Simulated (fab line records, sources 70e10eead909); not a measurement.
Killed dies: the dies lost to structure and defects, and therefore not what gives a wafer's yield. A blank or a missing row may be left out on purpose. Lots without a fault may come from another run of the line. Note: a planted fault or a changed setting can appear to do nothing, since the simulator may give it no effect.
Matching of chambers	flow nand-harc	cmp-04 running NHARC_P_M0_CMP_23: 4 sister chambers
The step polishes, t overpolish 20 s, target thk 117.53 nm. 14 wafers are shown with their chamber, then 7 later ones without.

## WAFERS, EACH WITH ITS CHAMBER
wafer	chamber	motor-current-A (A)	time-to-endpoint-s (s)	pad-life-wafers
L075.2	0	11.4	26	128
L075.3	2	10.7	25	126
L080.1	1	9.9	33	218
L080.2	2	10.9	24	219
L080.4	3	13.1	29	216
L081.3	1	9.9	33	253
L082.1	2	11.2	28	301
L082.4	3	13.1	34	302
L084.4	0	11.4	31	398
L088.3	0	11.3	25	43
L089.2	2	11.5	25	57
L089.3	3	12.8	33	54
L090.1	1	9.6	34	72
L090.4	3	12.9	33	74

SIGNATURES (means of the wafers above)
reading	chamber 0	chamber 1	chamber 2	chamber 3	scatter within a chamber
motor-current-A	11.367	9.800	11.075	12.975	0.224
time-to-endpoint-s	27.33	33.33	25.50	32.25	2.12
pad-life-wafers	189.67	181.00	175.75	161.50	128
Rule: a wafer's distance from a chamber is the root of the sum, over the readings, of the square of ((its reading less the chamber's mean) divided by the reading's scatter). If the next closest chamber is less than 2 further off than the closest, the wafer can't be placed; otherwise it belongs to the closest. How the scatter is found: for the shown wafers, subtract from each reading the mean of its chamber, square and add these, divide the total by (wafers less chambers), then take the root.

## WAFERS WITH NO CHAMBER GIVEN
wafer	motor-current-A (A)	time-to-endpoint-s (s)	pad-life-wafers
L092.1	12.5	31	98
L092.2	10.5	26	97
L092.4	11.4	29	99
L096.1	11.5	27	234
L097.1	12.5	35	261
L097.2	10.1	33	259
L097.3	11.6	28	258

## EACH ONE'S CHAMBER
wafer	from the rows above	in truth
L092.1	3	3
L092.2	can't be placed: 2 or 0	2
L092.4	can't be placed: 0 or 2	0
L096.1	can't be placed: 0 or 2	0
L097.1	3	3
L097.2	1	1
L097.3	can't be placed: 0 or 2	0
Correctly placed: 3 of 7. From these rows, 4 cannot be placed; in 4 the true chamber is one of the candidates. Wrongly placed: 0.
